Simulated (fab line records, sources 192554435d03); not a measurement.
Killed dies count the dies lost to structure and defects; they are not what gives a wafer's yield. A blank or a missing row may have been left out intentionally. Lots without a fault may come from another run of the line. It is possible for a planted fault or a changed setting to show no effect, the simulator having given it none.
Comparing a struck lot with a sound one ; flow n5_finfet ; 16 steps out of a route of 1938
Sound: wafers L354.1, L354.3, L354.6. Struck: wafer L363.1 (left out: L363.3, L363.5 of the same lot, which were not struck); the cause appears at the end.
Per side, at each step with rows, come the tool, then ch with its chambers, and then its first start. Under that, the readings that differ: sound wafers ; struck wafers ; difference of the means ; sigmas: that difference in standard deviations of wafers without a fault.
alike: a reading whose means differ by less than 2 such deviations, as well as words and numbers matching on both sides. not compared: withheld readings; readings where some wafer has no value; bounds like >300 that might hide an equal value; numbers whose values overlap and for which the record gives no deviation.
Wherever a step has rows on one side only, a row that says differs or no value, or a row with sigmas, the two part there. When numbers do not overlap yet have no deviation, they are printed without sigmas and do not part them. A reading that every wafer of one side lacks parts them only if that side has two wafers or more.

N5_MOL_CONTACT_COAG_ETCH_106: etches SOC in N2/H2, target depth 80 nm, overetch 16 nm, time 120 s.
  sound on rie_diel-05 ch 0,1,2, day 6 00:30; struck on rie_diel-05 ch 3, day 8 05:44
  alike: chamber_pressure_mTorr, drypump_motor_current_A, oes_product_au, rf_vpp_V, showerhead_plenum_p_Torr, throttle_valve_pct
  not compared: rf_hours_counter_h
then, 2 steps without rows for these wafers: N5_MOL_CONTACT_COAG_STRIP_107 (strips in N2/H2); N5_MOL_CONTACT_COAG_STRIP_108 (strips in N2/H2).
N5_MOL_CONTACT_COAG_CONTACT_ETCH_14: etches SiO2 in C4F6/O2, target depth 27.5 nm, overetch 8.5 nm, time 20 s.
  sound on rie_diel-05 ch 0,1,2, day 6 00:36; struck on rie_diel-05 ch 3, day 8 05:51
  alike: chamber_pressure_mTorr, drypump_motor_current_A, oes_ar_750_au, oes_product_au, rf_vpp_V, showerhead_plenum_p_Torr, throttle_valve_pct
  not compared: rf_hours_counter_h
then, 2 steps without rows for these wafers: N5_MOL_CONTACT_COAG_STRIP_109 (strips in C4F6/O2); N5_MOL_CONTACT_COAG_ETCH_15 (etches SiNx in CH3F/O2, stops on Si:P, target depth 7 nm).
N5_MOL_CONTACT_COAG_ETCH_110: etches Si in CF4/O2, target depth 2.5 nm, time 8 s.
  sound on rie_diel-05 ch 0,1,2, day 6 00:42; struck on rie_diel-05 ch 3, day 8 05:56
  alike: chamber_pressure_mTorr, drypump_motor_current_A, oes_ar_750_au, oes_product_au, rf_vpp_V, showerhead_plenum_p_Torr, throttle_valve_pct
  not compared: rf_hours_counter_h
N5_MOL_CONTACT_COAG_STRIP_98: strips in N2/H2.
  sound on rie_diel-05 ch 0,1,2, day 6 00:44; struck on rie_diel-05 ch 3, day 8 05:59
  alike: chamber_pressure_mTorr, drypump_motor_current_A, oes_product_au, rf_vpp_V, showerhead_plenum_p_Torr, throttle_valve_pct
  not compared: rf_hours_counter_h
N5_MOL_CONTACT_COAG_CD_MEAS_99: target cd 17.2 nm.
  sound on cd_sem-01 at day 6 00:49; struck on cd_sem-01 at day 8 06:04
  alike: cd_nm
then, 3 steps without rows for these wafers: N5_MOL_CONTACT_COAG_IMPLANT_129; N5_MOL_CONTACT_COAG_PRECLEAN_111 (cleans in NF3:NH3, afs cycles 1, time 20 s, sublimation time 60 s); N5_MOL_CONTACT_COAG_TI_SIL_19 (material Ti, target thk 4.2 nm, time 15 s).
N5_MOL_CONTACT_COAG_ALD_20: deposits TiN, target thk 1.5 nm, pulse time 1 s, purge time 3 s.
  sound on ald_metal-03 ch 0,1, day 6 02:15; struck on ald_metal-02 ch 0, day 8 06:42
reading;sound;struck;difference;sigmas
ald_cycles;68 68 68;25;-43;
model.TiN_of_MOL_CONTACT_COAG_ALD_20.thk_nm (nm);1.6 1.6 1.6;0.6;-1.0;
  alike: heater_power_w, precursor_pulse_height_rel
N5_MOL_CONTACT_COAG_SIL_ANNEAL_21: time 60 s.
  sound on rtp_anneal-02 ch 0, day 6 02:38; struck on rtp_anneal-02 ch 0, day 8 07:05
  alike: lamp_power_pct, lamp_zone_6_pct, wafer_temp_C_max
-- record jumps: 3 days separate the struck wafers' starts on either side; left off in module MOL_CONTACT_COAG, taken up again in module BEOL_M4, whose first shown step is the route's number 1111 --
N5_BEOL_M4_RC_MEAS_101:
  sound on prober-02 ch 0, day 9 08:47; struck on prober-01 ch 0, day 11 12:41
reading;sound;struck;difference;sigmas
VT_N (mV);247 253 246;258;+9;+3
  alike: DIBL_N, DIBL_P, IOFF_N, IOFF_P, ION_N, ION_P, SS_N, SS_P, VT_P
-- a jump in the record: the struck wafers' starts before and after are 5 days apart (it breaks off in module BEOL_M4 and resumes in module PASSIVATION, where the first step shown is number 1936 of the route) --
N5_PASSIVATION_PROBE_49:
  the record has rows for the struck wafers here (prober-01, day 16 07:53) and none for the sound ones

WHERE THEY PART
Earliest at N5_BEOL_M4_RC_MEAS_101; latest, in this record, at N5_PASSIVATION_PROBE_49.

WHY: what had been put in by the simulator
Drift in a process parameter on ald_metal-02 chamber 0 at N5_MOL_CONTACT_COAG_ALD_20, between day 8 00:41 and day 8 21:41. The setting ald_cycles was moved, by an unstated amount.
